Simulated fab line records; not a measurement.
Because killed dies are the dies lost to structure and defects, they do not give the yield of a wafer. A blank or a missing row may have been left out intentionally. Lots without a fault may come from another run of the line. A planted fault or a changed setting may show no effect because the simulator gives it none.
Matching of chambers -- flow n5-finfet -- 4 sister chambers for N5_BEOL_M11_ALD_74 on ald-metal-02
The step deposits TaN, target thk 2 nm, pulse time 2 s, purge time 3 s. 8 wafers are shown with their chamber, then 11 later ones without.

WAFERS WITH THEIR CHAMBER
wafer,chamber,heater-power-w (W),susceptor-temp-C (C)
L079.2,3,354,274.99
L077.4,0,459,274.73
L077.6,3,365,274.90
L082.5,0,453,274.92
L085.1,1,433,275.07
L085.3,2,404,275.13
L085.4,1,439,275.19
L088.1,2,400,274.76

WAFERS WITHOUT THEIR CHAMBER
wafer,heater-power-w (W),susceptor-temp-C (C)
L088.2,452,275.05
L088.5,451,274.57
L087.3,368,275.26
L087.4,444,275.12
L087.5,365,275.03
L091.1,459,274.99
L091.3,434,274.60
L091.6,371,275.19
L092.1,398,274.43
L092.4,439,275.41
L092.6,441,275.18

CHAMBER TAKEN BY EACH
wafer,from the rows above,in truth
L088.2,can't be placed: 0 or 1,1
L088.5,0,0
L087.3,3,3
L087.4,can't be placed: 1 or 0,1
L087.5,3,3
L091.1,0,0
L091.3,can't be placed: 1 or 0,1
L091.6,3,3
L092.1,2,2
L092.4,1,1
L092.6,1,1
Correct placement for 8 of the 11. Cannot be placed on the basis of these rows: 3; the candidates contain the true chamber in 3. 0 placed wrongly.
How it was worked out, from the rows above alone: a wafer's distance from a chamber is the root of the sum, over the readings, of the square of ((its reading less the chamber's mean) divided by the reading's scatter). The wafer belongs to the nearest chamber; if the next one is less than 2 further off, it can't be placed. A chamber's mean is the mean of its shown wafers. The scatter: take each reading less its chamber's mean, square it, sum over the shown wafers, divide by the number of wafers less the number of chambers, and take the root.
